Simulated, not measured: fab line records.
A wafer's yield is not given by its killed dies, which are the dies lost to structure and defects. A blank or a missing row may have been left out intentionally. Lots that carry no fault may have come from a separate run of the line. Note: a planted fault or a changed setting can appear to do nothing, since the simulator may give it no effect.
Which of the tools did it?	flow n5_finfet	11 lots with 28 wafers sampled at 5 steps, on a route of 1938 steps

## WHAT THE GAUGES SHOWED, per wafer
N5_BEOL_M4_RC_MEAS_101.
lot	measured	on	DIBL_N (mV/V)	DIBL_P (mV/V)	IOFF_N (nA/um)	IOFF_P (nA/um)	ION_N (uA/um)	ION_P (uA/um)	SS_N (mV/dec)	SS_P (mV/dec)	VT_N (mV)	VT_P (mV)
L533	day 7 20:53	prober-01	40.7 39.1	40.5 38.7	0.246 0.186	0.30 0.25	688 671	472 466	71.9 72.2	73.7 74.2	243 247	-246 -248
L535	day 8 04:13	prober-01	32.7 35.3	32.0 35.6	0.112 0.149	0.15 0.19	668 671	454 462	70.4 71.5	72.0 72.9	253 249	-257 -253
L537	day 9 08:10	prober-01	33.3 34.5 34.5	33.7 34.8 33.9	0.114 0.136 0.139	0.15 0.17 0.16	660 679 669	456 470 457	70.6 70.5 71.2	72.6 72.8 73.1	256 255 252	-255 -252 -254
L538	day 9 10:43	prober-02	37.8 38.3 40.5	37.0 36.7 40.7	0.155 0.152 0.222	0.22 0.22 0.30	679 662 699	473 469 477	71.5 71.8 72.4	73.6 73.4 74.5	251 253 246	-249 -248 -244
L540	day 9 17:41	prober-01	37.7 35.0	40.4 36.8	0.219 0.160	0.27 0.20	702 675	478 459	71.6 71.2	74.7 72.7	243 250	-248 -252
L542	day 10 15:08	prober-01	37.8 38.0 37.6	38.9 39.1 38.2	0.187 0.190 0.177	0.29 0.29 0.27	684 688 673	478 479 469	71.4 72.1 71.1	73.6 73.4 73.6	246 248 248	-243 -243 -244
L543	day 10 22:34	prober-01	35.6 36.8 35.2	36.5 39.4 38.0	0.143 0.181 0.152	0.18 0.22 0.20	679 694 671	462 470 458	71.3 72.5 72.0	73.0 73.3 72.7	252 249 250	-257 -252 -255
L544	day 10 19:26	prober-01	38.4 36.8	39.4 37.8	0.207 0.172	0.26 0.22	691 670	466 456	71.6 71.4	74.6 74.6	246 249	-249 -252
L550	day 12 12:45	prober-02	34.3 33.1 35.6	35.0 34.0 37.1	0.128 0.112 0.155	0.18 0.17 0.21	662 660 689	465 458 472	71.2 71.3 71.4	72.5 72.6 73.0	253 255 249	-251 -252 -252
L555	day 13 18:03	prober-01	36.7 35.5	35.4 34.4	0.172 0.151	0.21 0.20	682 684	463 465	71.5 71.0	73.3 73.7	247 246	-250 -248
L556	day 13 21:29	prober-02	36.5 35.6 36.0	36.4 35.2 35.8	0.155 0.144 0.139	0.19 0.16 0.17	671 678 670	453 456 452	72.0 71.4 71.6	73.5 73.4 73.5	250 251 249	-254 -257 -253

## EACH LOT AND THE TOOL THAT RAN IT (in order: tool; ch and the chambers of the sampled wafers; start)
lot	N5_FIN_CUT_DESCUM_13	N5_STI_FIN_REVEAL_ALD_14	N5_STI_FIN_REVEAL_CMP_04	N5_STI_FIN_REVEAL_STRIP_24
L533	rie_diel-01 ch 1,3, day 2 03:04	ald_sin-02 ch 0,2, day 2 04:04	cmp-01 ch 0,3, day 2 09:07	rie_diel-03 ch 1,2, day 2 09:50
L535	rie_diel-04 ch 2,3, day 2 15:14	ald_sin-04 ch 0,3, day 2 16:23	cmp-02 ch 0,1, day 2 22:02	rie_diel-02 ch 1,3, day 2 22:36
L537	rie_diel-04 ch 0,1,2, day 3 02:37	ald_sin-02 ch 0,2, day 3 03:37	cmp-02 ch 0,1,2, day 3 09:20	rie_diel-03 ch 0,1,3, day 3 09:56
L538	rie_diel-01 ch 0,1,2, day 3 09:13	ald_sin-04 ch 2,3, day 3 10:26	cmp-02 ch 0,1, day 3 16:08	rie_diel-02 ch 0,1,3, day 3 16:50
L540	rie_diel-05 ch 0,2, day 3 21:22	ald_sin-04 ch 0,3, day 3 22:22	cmp-03 ch 0,3, day 4 03:23	rie_diel-03 ch 0,3, day 4 03:59
L542	rie_diel-01 ch 1,2, day 4 08:53	ald_sin-02 ch 1,2, day 4 09:53	cmp-02 ch 1,2, day 4 14:56	rie_diel-03 ch 0,2,3, day 4 15:36
L543	rie_diel-01 ch 1,2,3, day 4 16:43	ald_sin-01 ch 1,2, day 4 17:55	cmp-01 ch 1,2,3, day 4 23:01	rie_diel-03 ch 1,2,3, day 4 23:34
L544	rie_diel-01 ch 0,1, day 4 22:23	ald_sin-04 ch 1,2, day 5 00:28	cmp-03 ch 0,2, day 5 05:37	rie_diel-03 ch 0, day 5 06:10
L550	rie_diel-05 ch 0,1,2, day 6 09:28	ald_sin-04 ch 0,1,3, day 6 10:28	cmp-01 ch 1,2,3, day 6 15:32	rie_diel-06 ch 0,1,2, day 6 16:05
L555	rie_diel-04 ch 1,3, day 7 14:51	ald_sin-02 ch 0,1, day 7 15:51	cmp-03 ch 2, day 7 20:54	rie_diel-03 ch 0, day 7 21:29
L556	rie_diel-05 ch 0,2,3, day 7 21:41	ald_sin-02 ch 0,1,3, day 7 22:44	cmp-03 ch 0,2,3, day 8 03:48	rie_diel-02 ch 1,2,3, day 8 04:20
- N5_FIN_CUT_DESCUM_13: chemistry O2, time 7 s.
- N5_STI_FIN_REVEAL_ALD_14: deposits Si3N4, target thk 3 nm.
- N5_STI_FIN_REVEAL_CMP_04: polishes, stops on Si3N4, t overpolish 4 s, target thk 131.83 nm.
- N5_STI_FIN_REVEAL_STRIP_24: strips in N2/H2, time 90 s.

## WHAT THE TOOLS THEMSELVES READ (means of the sampled wafers that have a number; where no wafer has one, the mark that the record gives instead)
N5_FIN_CUT_DESCUM_13.
lot	tool	drypump_motor_current_A (A)	oes_product_au (a.u.)	rf_vpp_V (V)	showerhead_plenum_p_Torr (Torr)	throttle_valve_pct (%)
L533	rie_diel-01	5.3	0.93	244.4	2.15	20.25
L535	rie_diel-04	6.0	0.74	242.8	2.08	20.44
L537	rie_diel-04	6.2	0.77	243.5	2.10	20.51
L538	rie_diel-01	5.8	0.85	243.7	2.14	20.31
L540	rie_diel-05	5.5	0.80	244.2	2.15	20.13
L542	rie_diel-01	5.4	0.76	243.5	2.09	20.44
L543	rie_diel-01	5.3	0.82	243.5	2.11	20.42
L544	rie_diel-01	6.1	0.91	243.9	2.19	20.17
L550	rie_diel-05	5.6	0.77	243.6	2.10	20.34
L555	rie_diel-04	5.5	0.74	244.0	2.12	20.38
L556	rie_diel-05	5.7	0.79	243.3	2.13	20.39

N5_STI_FIN_REVEAL_ALD_14.
lot	tool	heater_power_w (W)	susceptor_temp_C (C)
L533	ald_sin-02	944	399.89
L535	ald_sin-04	758	400.19
L537	ald_sin-02	915	399.79
L538	ald_sin-04	796	400.20
L540	ald_sin-04	752	399.80
L542	ald_sin-02	908	399.86
L543	ald_sin-01	767	399.91
L544	ald_sin-04	835	400.09
L550	ald_sin-04	780	400.01
L555	ald_sin-02	855	400.19
L556	ald_sin-02	841	399.71

N5_STI_FIN_REVEAL_CMP_04.
lot	tool	motor_current_A (A)	overpolish_run_s (s)	time_to_endpoint_s (s)
L533	cmp-01	9.4	3.990	102
L535	cmp-02	8.2	3.989	104
L537	cmp-02	8.3	3.999	102
L538	cmp-02	8.6	3.996	100
L540	cmp-03	7.7	3.992	100
L542	cmp-02	9.0	4.007	103
L543	cmp-01	9.4	3.997	100
L544	cmp-03	7.5	4.006	104
L550	cmp-01	9.0	4.002	138
L555	cmp-03	7.4	3.995	100
L556	cmp-03	7.4	4.002	102

N5_STI_FIN_REVEAL_STRIP_24.
lot	tool	drypump_motor_current_A (A)	oes_product_au (a.u.)	rf_vpp_V (V)	showerhead_plenum_p_Torr (Torr)	throttle_valve_pct (%)
L533	rie_diel-03	5.6	0.70	45.8	3.20	12.64
L535	rie_diel-02	5.3	0.80	46.1	3.46	12.02
L537	rie_diel-03	5.8	0.85	45.6	3.36	12.22
L538	rie_diel-02	5.7	0.77	44.9	3.42	12.29
L540	rie_diel-03	5.8	0.91	45.9	3.44	12.14
L542	rie_diel-03	5.8	0.92	45.8	3.50	12.20
L543	rie_diel-03	5.6	0.84	45.7	3.41	12.20
L544	rie_diel-03	6.1	0.85	46.0	3.42	12.45
L550	rie_diel-06	5.8	0.86	46.5	3.43	11.87
L555	rie_diel-03	6.2	0.83	45.1	3.40	12.49
L556	rie_diel-02	5.4	0.72	44.8	3.39	12.24

## THE ANSWER, worked out from the rows above alone
Rule: what is usual is taken from the lots themselves. Put in order of their means at a reading, lots are off if they are a third of the lots or fewer, leave a main group of 4 or more, and stand apart from it by a gap of 3 or more times the standard deviation of the main group's means; of several such gaps the widest counts. A main group is skipped when, at the precision printed for the reading in the tables above, its means are all equal. A lot without any number at a reading at which 4 lots or more have one is off too. The other lots that the step has rows for count as sound. Order of review: gauges by route order, followed by the tools' own readings, for which a lot's mean as printed above is used. The first step at which some lot is off is used, and at that step the reading that is off furthest; a lot without a number counts as furthest.
Off: L550 (N5_STI_FIN_REVEAL_CMP_04, time_to_endpoint_s). The main group: mean 102 s, standard deviation 1.6.
A tool fits if, at that step or a process step before it, it ran every lot that is off, and no sound lot after the first of them. 2 tools fit, ald_sin-04 at N5_STI_FIN_REVEAL_ALD_14 and cmp-01 at N5_STI_FIN_REVEAL_CMP_04, so this cannot tell which one it is.

## WHAT HAD BEEN PUT IN BY THE SIMULATOR
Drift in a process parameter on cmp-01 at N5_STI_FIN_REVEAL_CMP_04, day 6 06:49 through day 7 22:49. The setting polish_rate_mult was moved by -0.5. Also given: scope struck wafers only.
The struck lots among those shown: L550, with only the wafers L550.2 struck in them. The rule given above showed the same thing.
